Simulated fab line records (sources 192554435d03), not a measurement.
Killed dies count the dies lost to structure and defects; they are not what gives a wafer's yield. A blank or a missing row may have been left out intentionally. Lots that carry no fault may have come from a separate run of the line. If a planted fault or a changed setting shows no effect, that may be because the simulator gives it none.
fab line records | flow n5_finfet
[record] lots = 5 wafers = 14 last_day = 18
route steps=1938 shown SDB@376 DUMMY_REMOVAL@377 HKMG_FIN@385 BEOL_M4@1111 PASSIVATION@1936
lots that met no fault: from a run of the same line without faults
start_h: start of the lot's first displayed wafer, in hours after the record's first day | wait_h: how many hours have passed since the lot's step before this one | " same as the row above | L1.1+2: a row that stands for several wafers | - either no value or no given start | * or withheld: withheld | < > ~ a bound
route shown NAME@n: a module of which the file shows steps, and the number in the route of the first | usual: mean/standard deviation of fault-free wafers | same: alike in all rows | chamber/n: place in a boat | sites: the reading at each site | _std_site: the standard deviation of these | _edge_site: outer sites' mean less inner sites' | radius_mm: for every site, how far away it sits from the centre of the wafer | mask NAME#n: copy n | behind: the most recent tool/chamber to have shaped the wafer | hold: reason for holding the lot/hours on hold/outcome of the hold | device: whichever transistor did not switch (one of n, p or np) | end of line: the tests these same wafers got at the end of their route | for a step that has no rows: nothing shown but its recipe | killed: not the wafer's yield, but the dies lost to structure and defects at the first sort | map: shows each die of a wafer: x if killed, . if not, _ if none is there
set.NAME: setting as actually run; set.NAME@STEP: the setting as run at that earlier step | model.NAME: the simulator's own value behind a step, which no gauge read
lots at some steps of the route; a table a step, a row a wafer
services: from which hour (start_h, from the record's first day; less than 0 if before it) a tool's chamber was out of use, for how many hours, and why
[[steps]]
[step N5_SDB_INSPECT_36]
[recipe] inspect_instrument = darkfield mode = post_cmp
[usual] raw_defect_count = 38/19
// columns lot.wafer tool chamber start_h wait_h raw_defect_count
L770.1 defect_inspect-01 - 97.01 0.0 49
L770.3 " - " " 69
L770.5 " - " " 65
L772.2 defect_inspect-01 - 105.30 0.0 65
L772.4 " - " " 31
L772.5 " - " " 38
L773.1 defect_inspect-02 - 111.32 0.0 53
L773.3 " - " " 35
L773.5 " - " " 69
L778.4 defect_inspect-02 - 141.94 0.0 47
L778.5 " - " " 38
L788.1 defect_inspect-01 - 205.33 0.0 30
L788.3 " - " " 31
L788.5 " - " " 23
[step N5_DUMMY_REMOVAL_HM_STRIP_01]
[recipe] chemistry = CH3F/O2 material = SiNx target_depth_a = 40 stop_on = poly-Si time_s = 6.8 over_etch_frac = 0.3 ion_energy_ev = 60 power_w = 410 bias_w = 29 Ar_flow_sccm = 150 CH3F_flow_sccm = 30 O2_flow_sccm = 20
[step N5_DUMMY_REMOVAL_STRIP_10]
[recipe] chemistry = N2/H2 time_s = 40 power_w = 100 temp_c = 40 pressure_mtorr = 100 rf_frequency_hz = 6e+07 bias_power_w = 3 n2_flow_sccm = 300 h2_flow_sccm = 300
[usual] drypump_motor_current_A = 5.8/0.76 h2_flow_sccm = 300.0/0.94 oes_product_au = 0.78/0.069 rf_vpp_V = 45.2/0.88 showerhead_plenum_p_Torr = 3.38/0.1 temp_c = 40.00/0.11 throttle_valve_pct = 12.11/0.21
[same] time_s = 40
// columns lot.wafer tool chamber start_h wait_h drypump_motor_current_A h2_flow_sccm oes_product_au rf_hours_counter_h rf_vpp_V showerhead_plenum_p_Torr temp_c throttle_valve_pct
L770.1 rie_diel-04 0 97.08 0.0 5.4 298.9 0.75 165 45.1 3.52 39.96 12.20
L770.3 " 3 " " 6.7 301.0 0.87 36 45.9 3.30 39.89 12.01
L770.5 " 2 " " 6.5 298.5 0.70 - 46.2 3.31 39.85 12.26
L772.2 rie_diel-04 2 105.36 0.0 6.5 299.9 0.71 245 45.5 3.31 39.84 12.26
L772.4 " 0 " " 5.4 301.7 0.74 167 46.4 3.51 40.08 12.21
L772.5 " 2 " " 6.5 299.2 0.70 - 44.2 3.31 39.93 12.28
L773.1 rie_diel-04 3 111.47 0.0 6.8 299.9 0.89 39 42.6 3.30 39.95 12.01
L773.3 " 0 " " 5.4 298.4 0.74 169 45.1 3.51 39.97 12.19
L773.5 " 1 " " 4.7 298.9 0.77 - 47.0 3.54 40.02 12.14
L778.4 rie_diel-03 0 142.01 0.0 6.4 300.7 0.83 79 46.9 3.41 40.15 12.02
L778.5 " 1 " " 5.4 300.7 0.87 - 46.0 3.43 40.00 11.62
L788.1 rie_diel-01 2 205.51 0.1 5.2 301.7 0.71 168 44.8 3.37 40.16 12.06
L788.3 " 2 " " 5.2 299.8 0.71 - 44.5 3.37 39.98 12.04
L788.5 " 2 " " 5.2 300.0 0.71 - 45.0 3.37 39.92 12.05
[step N5_DUMMY_REMOVAL_PRECLEAN_07]
[recipe] chemistry = dHF time_s = 30 temp_c = 25 dilution = withheld
[step N5_DUMMY_REMOVAL_DUMMY_REMOVE_02]
[recipe] chemistry = TMAH temp_c = 70 target = poly-Si stop_on = SiO2 target_depth_nm = 142 conc_wt_pct = 5 time_s = 57 dry = ipa_marangoni rinse_time_s = 30 rinse_temp_c = 23
[step N5_DUMMY_REMOVAL_INSPECT_06]
[recipe] inspect_instrument = brightfield mode = aei
[usual] raw_defect_count = 12/5.8
// columns lot.wafer tool chamber start_h wait_h raw_defect_count
L770.1 defect_inspect-01 - 97.24 0.0 14
L770.3 " - " " 8
L770.5 " - " " 11
L772.2 defect_inspect-02 - 105.53 0.0 16
L772.4 " - " " 19
L772.5 " - " " 26
L773.1 defect_inspect-01 - 111.63 0.0 12
L773.3 " - " " 18
L773.5 " - " " 15
L778.4 defect_inspect-02 - 142.17 0.0 13
L778.5 " - " " 12
L788.1 defect_inspect-01 - 205.80 0.0 7
L788.3 " - " " 4
L788.5 " - " " 7
[step N5_DUMMY_REMOVAL_PRECLEAN_08]
[recipe] chemistry = NF3:NH3 afs_cycles = 2 temp_c = 30 time_s = 20 sublimation_temp_c = 180 sublimation_time_s = 60 pressure_torr = 3 rf_power_w = 30
[step N5_DUMMY_REMOVAL_PRECLEAN_04]
[recipe] chemistry = DHF time_s = 37 temp_c = 25 dilution = 500:1
[step N5_DUMMY_REMOVAL_SRD_05]
[recipe] dry = ipa_marangoni do_ppb = 5 time_s = 30 temp_c = 23 rinse_liquid = diw
[step N5_HKMG_FIN_IL_REGROW_00]
[recipe] material = SiO2 target_thk_a = 7.5 chemistry = O3 temp_c = withheld time_s = 30
[step N5_HKMG_FIN_HK_ALD_01]
[recipe] material = HfO2 target_thk_a = 16 temp_c = withheld ald_precursor_family = HfCl4 ald_co_reactant = H2O pulse_time_s = 3 purge_time_s = 3 co_reactant_purge_time_s = 2.5 co_reactant_pulse_time_s = 0.3 ald_cycles = 30
[step N5_HKMG_FIN_HK_ANNEAL_02]
[recipe] temp_c = 700 time_s = 30 ambient = N2 idle_temp_c = 600 ramp_up_c_per_s = 150 ramp_down_c_per_s = 60 cool_to_c = 600
[step N5_HKMG_FIN_ALD_74]
[recipe] material = La2O3 target_thk_a = 5 temp_c = 250 ald_precursor_family = La-Cp ald_co_reactant = O3 pulse_time_s = 6 co_reactant_pulse_time_s = 1 purge_time_s = 3 co_reactant_purge_time_s = 3
[usual] heater_power_w = 351/27 precursor_pulse_height_rel = 1.001/0.019 susceptor_temp_C = 250.00/0.21
// columns lot.wafer tool chamber start_h wait_h heater_power_w precursor_pulse_height_rel since_wet_clean_h susceptor_temp_C
L770.1 ald_hk-01 2 98.38 0.3 369 0.995 1874 249.99
L770.3 " 1 " " 360 1.052 1874 250.00
L770.5 " 2 " " 390 1.003 - 250.36
L772.2 ald_hk-02 2 106.28 0.2 356 1.008 986 250.08
L772.4 " 0 " " 386 0.983 986 250.32
L772.5 " 2 " " 367 1.023 - 250.31
L773.1 ald_hk-03 2 112.40 0.2 306 1.041 82 250.20
L773.3 " 3 " " 312 1.005 82 250.04
L773.5 " 3 " " 303 1.025 - 250.28
L778.4 ald_hk-02 3 142.98 0.1 329 0.987 1023 249.90
L778.5 " 1 " " 355 1.024 - 250.50
L788.1 ald_hk-01 0 206.58 0.2 384 1.008 1983 250.13
L788.3 " 1 " " 353 0.994 1983 249.95
L788.5 " 3 " " 356 0.975 - 250.01
[step N5_HKMG_FIN_ALD_75]
[recipe] material = Al2O3 target_thk_a = 10 temp_c = 150 ald_precursor_family = TMA ald_co_reactant = H2O pulse_time_s = withheld co_reactant_pulse_time_s = 1
[usual] heater_power_w = 152/12 precursor_pulse_height_rel = 1.002/0.019 susceptor_temp_C = 149.98/0.13
// columns lot.wafer tool chamber start_h wait_h heater_power_w precursor_pulse_height_rel susceptor_temp_C
L770.1 ald_hk-01 2 98.53 0.1 163 0.993 150.07
L770.3 " 1 " " 152 0.982 149.94
L770.5 " 2 " " 167 0.957 150.09
L772.2 ald_hk-02 2 106.36 0.0 157 0.995 149.91
L772.4 " 0 " " 165 1.007 150.09
L772.5 " 2 " " 152 1.020 150.30
L773.1 ald_hk-03 2 112.47 0.0 134 0.987 149.97
L773.3 " 3 " " 135 1.033 149.96
L773.5 " 3 " " 136 0.968 149.88
L778.4 ald_hk-02 3 143.06 0.0 145 0.993 149.83
L778.5 " 1 " " 148 0.987 150.12
L788.1 ald_hk-01 0 206.66 0.0 166 1.023 149.76
L788.3 " 1 " " 159 0.990 150.12
L788.5 " 3 " " 153 1.011 149.94
[step N5_HKMG_FIN_COAT_41]
[recipe] resist = SOC temp_c = 250 time_s = 60 spin_rpm = 1500 resist_thk_nm = 300
[step N5_HKMG_FIN_COAT_42]
[recipe] resist = SiARC temp_c = 220 time_s = 60 spin_rpm = 1500 resist_thk_nm = 35
[step N5_HKMG_FIN_COAT_43]
[recipe] resist = CAR-ArF spin_rpm = 1500 resist_thk_nm = 90
[step N5_HKMG_FIN_EBR_45]
[recipe] solvent = PGMEA ebr_width_mm = 1.5
[step N5_HKMG_FIN_SOFTBAKE_44]
[recipe] temp_c = 110 time_s = 60 resist = CAR-ArF
[step N5_HKMG_FIN_EXPOSE_46]
[recipe] mask_id = NDIPOLE na = 1.35 source_shape = conventional sigma_outer = 0.8 polarization = unpolarized dose_mj = 40
[step N5_HKMG_FIN_PEB_47]
[recipe] peb_temp_c = withheld peb_time_s = 60 resist = CAR-ArF
[step N5_HKMG_FIN_DEVELOP_48]
[recipe] develop_time_s = 30 developer = TMAH resist = CAR-ArF rinse_liquid = diw dry = air_spin dev_temp_c = 23
[step N5_HKMG_FIN_CD_MEAS_49]
[recipe] target_cd_nm = 202 landing_energy_ev = 500 detector = se_inlens polarity = opening
[usual] cd_nm = 201.7/0.77
// columns lot.wafer tool chamber start_h wait_h cd_nm
L770.1 cd_sem-01 0 98.94 - 201.2
L770.3 " 0 " " 200.6
L770.5 " 0 " " 200.8
L772.2 cd_sem-01 0 106.70 - 201.0
L772.4 " 0 " " 201.2
L772.5 " 0 " " 201.0
L773.1 cd_sem-01 0 112.82 - 203.3
L773.3 " 0 " " 202.2
L773.5 " 0 " " 202.5
L778.4 cd_sem-02 0 143.53 - 201.3
L778.5 " 0 " " 200.6
L788.1 cd_sem-02 0 207.13 - 201.7
L788.3 " 0 " " 201.4
L788.5 " 0 " " 201.5
[step N5_HKMG_FIN_OVL_MEAS_50]
[recipe] points_per_wafer = 44
[usual] NDIPOLE_OVL = 0.2/0.74
// columns lot.wafer tool chamber start_h wait_h NDIPOLE_OVL[nm]
L770.1 overlay-02 0 98.98 0.0 1.5
L770.3 " 0 " " 0.5
L770.5 " 0 " " 0.1
L772.2 overlay-01 0 106.73 0.0 1.6
L772.4 " 0 " " 1.7
L772.5 " 0 " " 1.6
L773.1 overlay-01 0 112.85 0.0 0.6
L773.3 " 0 " " -0.5
L773.5 " 0 " " -0.7
L778.4 overlay-01 0 143.56 0.0 1.2
L778.5 " 0 " " 0.6
L788.1 overlay-02 0 207.16 0.0 0.8
L788.3 " 0 " " 0.0
L788.5 " 0 " " 0.5
[step N5_HKMG_FIN_INSPECT_61]
[recipe] mode = adi inspect_instrument = macro
[usual] raw_defect_count = 2.0/1.4
// columns lot.wafer tool chamber start_h wait_h raw_defect_count
L770.1 defect_inspect-01 - 99.00 0.0 2
L770.3 " - " " 1
L770.5 " - " " 0
L772.2 defect_inspect-02 - 106.76 0.0 0
L772.4 " - " " 3
L772.5 " - " " 1
L773.1 defect_inspect-02 - 112.87 0.0 2
L773.3 " - " " 4
L773.5 " - " " 3
L778.4 defect_inspect-01 - 143.58 0.0 0
L778.5 " - " " 2
L788.1 defect_inspect-01 - 207.18 0.0 1
L788.3 " - " " 3
L788.5 " - " " 4
[step N5_HKMG_FIN_DESCUM_53]
[recipe] chemistry = O2 time_s = 7.9 source_power_w = 50 bias_power_w = 20 pressure_mtorr = 20 rf_frequency_hz = 2.712e+07 temp_c = 40 resist = CAR-ArF o2_flow_sccm = 225
[usual] drypump_motor_current_A = 5.9/0.56 oes_product_au = 0.77/0.062 rf_vpp_V = 243.2/1.3 showerhead_plenum_p_Torr = 2.09/0.065 temp_c = 39.99/0.11 throttle_valve_pct = 20.5/0.3
[same] time_s = 7.9
// columns lot.wafer tool chamber start_h wait_h drypump_motor_current_A oes_product_au rf_hours_counter_h rf_vpp_V showerhead_plenum_p_Torr temp_c throttle_valve_pct
L770.1 rie_diel-05 2 99.03 0.0 6.3 0.72 172 242.8 2.09 39.73 20.7
L770.3 " 3 " " 5.5 0.91 25 243.7 2.05 39.91 20.3
L770.5 " 2 " " 6.3 0.73 - 242.0 2.09 39.94 20.7
L772.2 rie_diel-02 2 107.03 0.3 6.1 0.81 82 243.8 2.11 39.98 20.3
L772.4 " 1 " " 6.7 0.87 50 246.1 2.21 39.96 20.0
L772.5 " 2 " " 6.1 0.81 - 242.0 2.11 39.95 20.3
L773.1 rie_diel-02 1 112.90 0.0 6.7 0.88 52 243.7 2.21 40.05 20.0
L773.3 " 3 " " 5.7 0.74 178 242.9 2.10 39.89 20.7
L773.5 " 0 " " 5.7 0.81 - 245.5 2.10 39.87 20.5
L778.4 rie_diel-02 1 143.61 0.0 6.7 0.84 64 244.6 2.21 39.93 20.0
L778.5 " 0 " " 5.7 0.79 - 244.4 2.10 40.08 20.5
L788.1 rie_diel-06 2 207.21 0.0 4.9 0.68 219 245.1 2.15 39.96 20.8
L788.3 " 1 " " 5.5 0.70 198 240.5 1.99 40.04 20.9
L788.5 " 0 " " 5.8 0.69 - 241.2 1.96 39.74 20.6
[step N5_HKMG_FIN_ETCH_54]
[recipe] chemistry = CF4 target = SiARC target_depth_a = 455 mask_material = CAR-ArF time_s = 75.8 ion_energy_ev = 80 pressure_mtorr = 40 source_w = 545 bias_w = 36 Ar_flow_sccm = 100 cf4_flow_sccm = 100 ends = cleared
[step N5_HKMG_FIN_ETCH_55]
[recipe] chemistry = N2/H2 target = SOC target_depth_a = 2400 temp_c = 40 time_s = 300 ion_energy_ev = 200 mask_material = SiARC pressure_mtorr = 30 source_w = 840 bias_w = 150 n2_flow_sccm = 200 h2_flow_sccm = 200
[step N5_HKMG_FIN_STRIP_56]
[recipe] chemistry = N2/H2 temp_c = 40 n2_flow_sccm = 200 h2_flow_sccm = 200 rf_frequency_hz = 6e+07
[step N5_HKMG_FIN_STRIP_57]
[recipe] chemistry = CF4 resist = SiARC power_w = 300 bias_power_w = 75 pressure_mtorr = 50 cf4_flow_sccm = 150 rf_frequency_hz = 6e+07
[step N5_HKMG_FIN_ETCH_58]
[recipe] chemistry = N2/H2 target = SOC target_depth_a = 2158 ion_energy_ev = 50 bias_w = 13 time_s = 741 pressure_mtorr = 30 source_w = 875 n2_flow_sccm = 200 h2_flow_sccm = 200
[usual] drypump_motor_current_A = 5.9/0.56 h2_flow_sccm = 200.0/0.52 oes_product_au = 0.77/0.061 rf_vpp_V = 99.1/0.95 showerhead_plenum_p_Torr = 2.54/0.08 throttle_valve_pct = 17.8/0.33
[same] time_s = 741
// columns lot.wafer tool chamber start_h wait_h drypump_motor_current_A h2_flow_sccm oes_product_au rf_hours_counter_h rf_vpp_V showerhead_plenum_p_Torr throttle_valve_pct
L770.1 rie_diel-05 2 99.33 0.0 6.3 200.3 0.72 172 98.3 2.55 18.2
L770.3 " 3 " " 5.5 200.2 0.89 25 99.2 2.49 17.6
L770.5 " 2 " " 6.3 199.8 0.73 - 98.2 2.55 18.2
L772.2 rie_diel-02 2 107.33 0.0 6.1 200.8 0.80 83 98.4 2.58 17.8
L772.4 " 1 " " 6.7 199.7 0.86 50 99.2 2.68 17.3
L772.5 " 2 " " 6.1 200.2 0.80 - 99.8 2.58 17.8
L773.1 rie_diel-02 1 113.21 0.0 6.7 199.8 0.85 52 100.4 2.68 17.3
L773.3 " 3 " " 5.8 200.2 0.75 179 99.2 2.51 17.8
L773.5 " 0 " " 5.7 199.5 0.81 - 100.3 2.54 17.7
L778.4 rie_diel-02 1 143.91 0.0 6.7 200.2 0.84 64 99.2 2.68 17.3
L778.5 " 0 " " 5.7 199.1 0.79 - 100.2 2.54 17.7
L788.1 rie_diel-06 2 207.52 0.0 4.9 199.4 0.67 220 98.4 2.62 18.2
L788.3 " 1 " " 5.5 200.2 0.70 198 98.9 2.42 18.3
L788.5 " 0 " " 5.8 199.0 0.68 - 99.0 2.40 18.1
[step N5_HKMG_FIN_STRIP_93]
[recipe] chemistry = N2/H2 material = SOC time_s = 20 power_w = 500 temp_c = 40 pressure_mtorr = 50 rf_frequency_hz = 6e+07 bias_power_w = 8 h2_frac = 0.5 n2_flow_sccm = 300 h2_flow_sccm = 300
[step N5_HKMG_FIN_WET_ETCH_76]
[recipe] chemistry = dNH4OH mix = 1:50 temp_c = 25 target = Al2O3 stop_on = La2O3 target_depth_nm = 2.25 dry = ipa_marangoni rinse_time_s = 30 rinse_temp_c = 23
[step N5_HKMG_FIN_STRIP_60]
[recipe] chemistry = N2/H2 power_w = 2500 temp_c = 300 h2_frac = 0.65 time_s = 360 pressure_mtorr = withheld n2_flow_sccm = 1750 h2_flow_sccm = 3250
[step N5_HKMG_FIN_WET_ETCH_77]
[recipe] chemistry = dHCl mix = 1:10000 temp_c = 25 target = La2O3 stop_on = HfO2 target_depth_nm = 2
[step N5_HKMG_FIN_WET_ETCH_78]
[recipe] chemistry = dNH4OH mix = 1:50 temp_c = 25 target = Al2O3 stop_on = La2O3 target_depth_nm = 4.5 dry = ipa_marangoni rinse_time_s = 30 rinse_temp_c = 23
[step N5_HKMG_FIN_ALD_79]
[recipe] material = TiN target_thk_a = 15 temp_c = 400 ald_precursor_family = TiCl4 ald_co_reactant = NH3 pulse_time_s = 1 purge_time_s = 3 co_reactant_purge_time_s = 2 co_reactant_pulse_time_s = 2 ald_cycles = 68 pressure_torr = 3
[usual] chamber_pressure_Torr = 2.999/0.0066 heater_power_w = 844/93 precursor_pulse_height_rel = 1.001/0.02 susceptor_temp_C = 400.05/0.23
// columns lot.wafer tool chamber start_h wait_h chamber_pressure_Torr heater_power_w precursor_pulse_height_rel since_wet_clean_h susceptor_temp_C
L770.1 ald_metal-04 3 100.40 0.0 3.010 870 1.010 4379 399.91
L770.3 " 1 " " 3.004 843 1.045 4379 399.75
L770.5 " 3 " " 2.999 903 0.996 - 399.82
L772.2 ald_metal-04 3 108.39 0.0 2.997 855 1.000 4387 400.18
L772.4 " 0 " " 3.005 774 1.020 4387 399.72
L772.5 " 3 " " 3.015 872 1.005 - 399.74
L773.1 ald_metal-04 0 114.33 0.0 3.006 777 0.971 4393 400.31
L773.3 " 3 " " 3.007 874 0.958 4393 400.29
L773.5 " 3 " " 3.006 888 0.991 - 400.16
L778.4 ald_metal-04 2 145.17 0.0 2.998 770 0.992 4424 400.17
L778.5 " 0 " " 2.997 747 1.008 - 400.25
L788.1 ald_metal-04 2 208.58 0.0 2.991 764 1.001 4487 400.15
L788.3 " 1 " " 3.001 864 0.997 4487 399.28
L788.5 " 0 " " 3.000 764 0.973 - 400.47
[step N5_HKMG_FIN_CVD_62]
[recipe] material = a-Si target_thk_a = 30 temp_c = 500 precursor = Si2H6 pressure_torr = 1 time_s = 20.8
[step N5_HKMG_FIN_RTA_80]
[recipe] temp_c = withheld time_s = 2 ambient = N2 idle_temp_c = 600 ramp_up_c_per_s = 150 ramp_down_c_per_s = 60 cool_to_c = 600
[step N5_HKMG_FIN_PRECLEAN_64]
[recipe] chemistry = dHF time_s = 30 temp_c = 25 dilution = withheld
[step N5_HKMG_FIN_WET_ETCH_65]
[recipe] chemistry = TMAH temp_c = 70 conc_wt_pct = 5 target = a-Si stop_on = TiN time_s = 49 target_depth_nm = 3
[step N5_HKMG_FIN_WET_ETCH_81]
[recipe] chemistry = SC1 target = TiN stop_on = HfO2 mix = 1:1:5 temp_c = 60 time_s = 57 target_depth_nm = 6
[step N5_BEOL_M4_RC_MEAS_101]
[usual] DIBL_N = 36.3/2 DIBL_P = 36.3/2.4 IOFF_N = 0.16/0.034 IOFF_P = 0.21/0.035 IOFF_P_LIN = 0.098/0.012 ION_N = 672/12 ION_P = 459/6.5 SS_N = 71.6/0.67 SS_P = 73.3/0.71 VT_N = 250/3.5 VT_P = -251/3
// columns lot.wafer tool chamber start_h wait_h DIBL_N[mV/V] DIBL_P[mV/V] IOFF_N[nA/um] IOFF_P[nA/um] IOFF_P_LIN[nA/um] ION_N[uA/um] ION_P[uA/um] SS_N[mV/dec] SS_P[mV/dec] VT_N[mV] VT_P[mV]
L770.1 prober-02 0 191.00 0.0 33.7 36.0 0.12 0.16 0.077 664 455 71.1 72.5 254 -255
L770.3 " 0 " " 37.3 39.9 0.18 0.22 0.099 676 456 72.4 73.6 250 -252
L770.5 " 0 " " 35.6 37.9 0.16 0.20 0.092 673 455 71.5 73.7 252 -254
L772.2 prober-01 0 200.65 0.2 33.3 34.2 0.12 0.17 0.086 661 459 70.4 72.8 255 -254
L772.4 " 0 " " 36.5 36.6 0.17 0.21 0.097 681 462 71.0 73.9 248 -250
L772.5 " 0 " " 32.1 32.3 0.10 0.15 0.078 662 454 70.0 72.3 256 -254
L773.1 prober-02 0 219.81 0.0 33.2 32.5 0.13 0.17 0.087 669 456 72.0 72.4 251 -255
L773.3 " 0 " " 35.0 35.7 0.16 0.22 0.105 673 462 72.4 73.3 249 -247
L773.5 " 0 " " 32.8 32.0 0.12 0.17 0.086 652 446 71.1 72.3 253 -250
L778.4 prober-02 0 260.59 0.5 38.7 37.5 0.16 0.21 0.099 667 456 72.5 73.5 250 -251
L778.5 " 0 " " 39.6 38.6 0.18 0.30 0.138 677 471 71.6 73.8 249 -240
L788.1 prober-02 0 313.61 0.0 36.3 35.7 0.15 0.19 0.090 676 459 71.8 73.6 250 -250
L788.3 " 0 " " 37.1 37.6 0.19 0.22 0.104 690 469 71.8 74.6 248 -247
L788.5 " 0 " " 37.9 38.6 0.20 0.23 0.109 691 467 72.2 74.5 247 -248
[step N5_PASSIVATION_PROBE_49]
[usual] defect_limited_yield = 91.4/1.5 killed_at_M0_to_M3 = 33/11 killed_at_M4_up = 14/5.3 killed_at_contacts = 13/6.2 killed_at_front_end = 39/13 killed_at_other = 3.1/2.8 killed_dies = 102/17 killed_open = 68/13 killed_short = 32/7.8 sort_bin_5_function = 5.1/0.95 sort_bin_6_memory = 3.2/0.7 sort_n_pass = 1078/18 sort_yield_pct = 91.3/1.5
[same] gross_dies = 1180 killed_at_back_side = 0 sort_bin_4_leakage[%] = 0 sort_bin_8_speed[%] = 0
// columns lot.wafer tool chamber start_h wait_h defect_limited_yield[%] killed_at_M0_to_M3 killed_at_M4_up killed_at_contacts killed_at_front_end killed_at_other killed_dies killed_open killed_short sort_bin_5_function[%] sort_bin_6_memory[%] sort_n_pass sort_yield_pct[%]
L770.1 prober-01 - 300.88 0.0 91.9 26 16 6 45 2 95 70 25 5.3 2.7 1085 91.9
L770.3 prober-01 - 300.98 0.1 91.0 20 16 6 63 1 106 71 34 4.5 4.1 1074 91.0
L770.5 prober-01 - 301.08 0.2 91.5 23 13 9 45 10 100 65 35 5.6 2.6 1080 91.5
L778.4 prober-01 - 371.85 0.2 93.5 23 16 7 29 2 77 55 22 4.0 2.3 1103 93.5
L778.5 prober-01 - 371.90 0.2 91.2 38 16 4 38 8 104 62 42 5.3 2.9 1076 91.2
L788.1 prober-02 - 419.91 0.0 93.6 20 10 10 34 2 76 54 22 4.3 2.0 1104 93.6
L788.3 prober-02 - 420.01 0.1 91.8 35 13 9 39 1 97 65 29 4.5 3.2 1083 91.8
L788.5 prober-02 - 420.11 0.2 93.1 41 10 7 23 0 81 60 18 4.0 2.8 1099 93.1
// killed by level:class
L770.1 BEOL_M0_SAQP:geometric_particle:open=14 FIN_SAQP:geometric_particle:open=12 STI_FIN_REVEAL:geometric_particle:open=8 BEOL_M0_SAQP:geometric_particle:short=7 BEOL_M4:geometric_particle:open=7 DUMMY_GATE:geometric_particle:open=4 GATE_CUT:geometric_particle:open=4 MOL_CONTACT_COAG:geometric_particle:open=4
L770.3 STI_FIN_REVEAL:geometric_particle:open=20 FIN_SAQP:geometric_particle:short=10 FIN_SAQP:geometric_particle:open=10 BEOL_M4:geometric_particle:open=9 BEOL_M0_SAQP:geometric_particle:short=6 BEOL_M0_SAQP:geometric_particle:open=5 BEOL_M5:geometric_particle:open=5 STI_FIN_REVEAL:geometric_particle:short=4
L770.5 FIN_SAQP:geometric_particle:open=11 FIN_SAQP:geometric_particle:short=9 BEOL_M4:geometric_particle:open=9 MOL_CONTACT_COAG:geometric_particle:open=7 BEOL_M2:geometric_particle:open=7 DUMMY_GATE:geometric_particle:open=6 BEOL_M1:geometric_particle:open=5 STI_FIN_REVEAL:geometric_particle:open=4
L778.4 BEOL_M4:geometric_particle:open=11 BEOL_M3:geometric_particle:open=8 STI_FIN_REVEAL:geometric_particle:open=6 MOL_CONTACT_COAG:geometric_particle:open=5 BEOL_M0_SAQP:geometric_particle:short=4 FIN_SAQP:geometric_particle:open=3 FIN_SAQP:geometric_particle:short=3 BEOL_M1:geometric_particle:open=3
L778.5 BEOL_M4:geometric_particle:open=12 BEOL_M1:geometric_particle:open=11 BEOL_M0_SAQP:geometric_particle:open=8 FIN_SAQP:geometric_particle:open=6 GATE_CUT:geometric_particle:short=6 BEOL_M0_SAQP:geometric_particle:short=6 FIN_SAQP:geometric_particle:short=5 DUMMY_GATE:geometric_particle:open=5
L788.1 DUMMY_GATE:geometric_particle:open=9 MOL_CONTACT_COAG:geometric_particle:open=9 FIN_SAQP:geometric_particle:open=8 BEOL_M3:geometric_particle:open=8 BEOL_M4:geometric_particle:open=7 BEOL_M0_SAQP:geometric_particle:open=4 FIN_SAQP:geometric_particle:short=3 ILD0:geometric_particle:short=3
L788.3 BEOL_M3:geometric_particle:open=13 STI_FIN_REVEAL:geometric_particle:open=10 DUMMY_GATE:geometric_particle:open=7 MOL_CONTACT_COAG:geometric_particle:open=6 BEOL_M0_SAQP:geometric_particle:open=6 GATE_CUT:geometric_particle:short=4 BEOL_M1:geometric_particle:open=4 BEOL_M4:geometric_particle:open=4
L788.5 BEOL_M3:geometric_particle:open=15 BEOL_M0_SAQP:geometric_particle:open=8 MOL_CONTACT_COAG:geometric_particle:open=6 BEOL_M1:geometric_particle:open=6 FIN_SAQP:geometric_particle:open=5 STI_FIN_REVEAL:geometric_particle:open=4 DUMMY_GATE:geometric_particle:open=4 BEOL_M0_SAQP:geometric_particle:short=4
[[services]]
// columns tool chamber start_h hours kind
ald_metal-04 1 75.55 3.7 repair
rie_diel-03 0 79.78 8.1 repair
ald_hk-03 - 79.81 6.0 pm
rie_diel-02 1 96.54 4.5 repair
rie_diel-05 3 102.56 2.6 repair
rie_diel-04 2 118.16 - clean
rie_diel-04 2 118.16 - consumable_replace:focus_ring
rie_diel-06 2 122.85 3.9 repair
rie_diel-01 1 136.98 6.2 repair
rie_diel-06 0 138.95 18.3 repair
ald_hk-01 - 145.52 0.3 repair
rie_diel-05 - 146.10 14.6 pm
rie_diel-04 3 157.82 7.7 repair
rie_diel-01 3 159.74 5.1 repair
rie_diel-05 0 161.45 14.5 repair
rie_diel-04 0 164.51 10.8 repair
rie_diel-05 2 176.47 4.3 repair
ald_metal-04 0 188.48 10.4 repair
rie_diel-01 0 192.03 15.2 repair
ald_hk-02 - 192.97 1.4 repair
ald_hk-01 - 199.04 0.3 repair
rie_diel-01 3 199.51 13.7 repair
ald_hk-02 - 199.63 1.1 repair
rie_diel-01 1 203.97 4.9 repair
[[key]]
[first_sign] step = N5_BEOL_M4_RC_MEAS_101 reading = VT_P direction = up sigmas = 3.4 usual = -251 struck = -240
[effect] step = N5_BEOL_M4_RC_MEAS_101 reading = IOFF_P_LIN direction = up sigmas = 3.2 usual = 0.098 struck = 0.138
met_at N5_HKMG_FIN_ALD_74
struck_wafers L778.5
onset_between 106.28 142.98
[fault] kind = process_parameter_drift tool = ald_hk-02 chamber = - onset_h = 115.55 steps = N5_HKMG_FIN_ALD_74 channel = target_thk_a offset = * shape = step end_h = 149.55 scope = struck_wafers_only acts_in = * stated = *
